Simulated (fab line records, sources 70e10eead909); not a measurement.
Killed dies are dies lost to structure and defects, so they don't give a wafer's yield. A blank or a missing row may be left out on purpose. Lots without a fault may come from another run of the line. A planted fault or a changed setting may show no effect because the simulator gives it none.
Problem report in the 8D (eight disciplines) form, filled by code | flow nand_harc | the parts of the form that need people (team, actions taken, sign-off) are left out

1. THE PROBLEM
sort_bin_3_pct at NHARC_END_SORT_01 reads a mean of 4.3 % on 1 wafer of 1 lot; wafers without a fault read 0.6 % with a standard deviation of 0.36. That is +10 standard deviations from the usual mean.
First seen on wafer L273.5, day 29 16:43, on prober-01. The record holds 1 wafer of 1 lot with a number at this step. Rule for "out", or "out of limits": more than 4 standard deviations from the usual mean. The other wafers with a number count as sound.

2. WHAT IT IS AND WHAT IT IS NOT
question                    | is                                                                                             | is not
which readings at this step | sort_bin_3_pct, defect_limited_yield, killed_dies, sort_bin_2_pct, sort_n_pass, sort_yield_pct | killed_at_other, killed_open, killed_short, sort_bin_4_pct, sort_rim_yield_pct
which lots                  | L273                                                                                           | -
which wafers of those lots  | all that have a number                                                                         | -
read on which gauges        | prober-01                                                                                      | -
when                        | from day 29 16:43                                                                              | up to then (0 sound wafers)

3. SUSPECTS, AND WHAT RULES EACH OUT
Counting: a tool at a process step up to the reading stays a suspect if it ran every lot that is out and no sound lot after the first of them.
- the gauge at NHARC_END_SORT_01: kept. All the wafers that are out were read on prober-01, and no step on other tools shows them out.
- rie_diel-09 at NHARC_A_BONDPAD_DESCUM_11 (chemistry O2, time 3 s): kept. It ran the lot that is out, L273 (day 28 08:32), and no sound lot after that.
- rie_diel-09 at NHARC_A_BONDPAD_ETCH_34 (etches the open film in N2/H2, target depth 60 nm, overetch 18 nm, time 65.91 s): kept. It ran the lot that is out, L273 (day 28 08:39), and no sound lot after that.
- wet_bench-10 at NHARC_A_BONDPAD_STRIP_16 (strips in post etch residue remover, time 600 s): kept. It ran the lot that is out, L273 (day 28 09:20), and no sound lot after that.
- pvd_sputter-01 at NHARC_A_BONDPAD_PVD_17 (deposits TaN, target thk 5 nm, time 8.06 s): kept. It ran the lot that is out, L273 (day 28 10:45), and no sound lot after that. NHARC_A_BONDPAD_PVD_17 gives no start for some lots, so the hours and the order of its lots are those of NHARC_A_BONDPAD_CMP_19.
- cmp-02 at NHARC_A_BONDPAD_CMP_19 (polishes, t overpolish 30 s, cu recess touch 16 s, target thk 169.82 nm): kept. It ran the lot that is out, L273 (day 28 10:45), and no sound lot after that.
- rie_diel-06 at NHARC_HYBRID_BOND_ACTIVATE_00 (chemistry N2, time 60 s): kept. It ran the lot that is out, L273 (day 28 11:17), and no sound lot after that.
Left after counting: rie_diel-09 at NHARC_A_BONDPAD_DESCUM_11, rie_diel-09 at NHARC_A_BONDPAD_ETCH_34, wet_bench-10 at NHARC_A_BONDPAD_STRIP_16, pvd_sputter-01 at NHARC_A_BONDPAD_PVD_17, cmp-02 at NHARC_A_BONDPAD_CMP_19, rie_diel-06 at NHARC_HYBRID_BOND_ACTIVATE_00, prober-01 at NHARC_END_SORT_01.

4. THE CAUSE (what the simulator had put in)
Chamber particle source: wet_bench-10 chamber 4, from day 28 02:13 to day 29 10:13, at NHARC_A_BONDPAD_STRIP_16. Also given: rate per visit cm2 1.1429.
Counting left 7 suspects, and this tool is among them.

5. THE CHAIN OF EFFECTS, in route order
Each row: a reading whose mean over the struck wafers that have a number lies more than 3 standard deviations from the usual. Only readings for which the record gives a usual standard deviation are gone through. hours: the time from each lot's start at the first step in this table that gives one to its start at this step, as a median over the lots. sigmas: the change in usual standard deviations.
hours | step              | reading              | usual  | on struck wafers | change | sigmas
0     | NHARC_END_SORT_01 | defect_limited_yield | 91.6 % | 80.4             | -11.2  | -4.5
0     | NHARC_END_SORT_01 | killed_at_array      | 52     | 120              | +68    | +3.8
0     | NHARC_END_SORT_01 | killed_dies          | 57     | 133              | +76    | +4.5
0     | NHARC_END_SORT_01 | sort_bin_2_pct       | 3.0 %  | 7.7              | +4.7   | +4.3
0     | NHARC_END_SORT_01 | sort_bin_3_pct       | 0.6 %  | 4.3              | +3.7   | +10
0     | NHARC_END_SORT_01 | sort_n_pass          | 620    | 544              | -76    | -4.5
0     | NHARC_END_SORT_01 | sort_yield_pct       | 91.6 % | 80.4             | -11.2  | -4.5

6. WHAT WOULD HAVE CAUGHT IT SOONER
In this record the first reading out of limits at a measuring or inspecting step was taken at day 29 16:43, 39 hours after the fault began at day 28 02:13.
Of the tool readings at NHARC_A_BONDPAD_STRIP_16 for which the record gives a usual standard deviation, none was out on any struck wafer, so an alarm limit of 4 standard deviations on them would not have fired.
All the lots that are out (1) had begun NHARC_A_BONDPAD_STRIP_16 on wet_bench-10 by day 29 16:43. A hold on the tool at that time would have spared none of them.
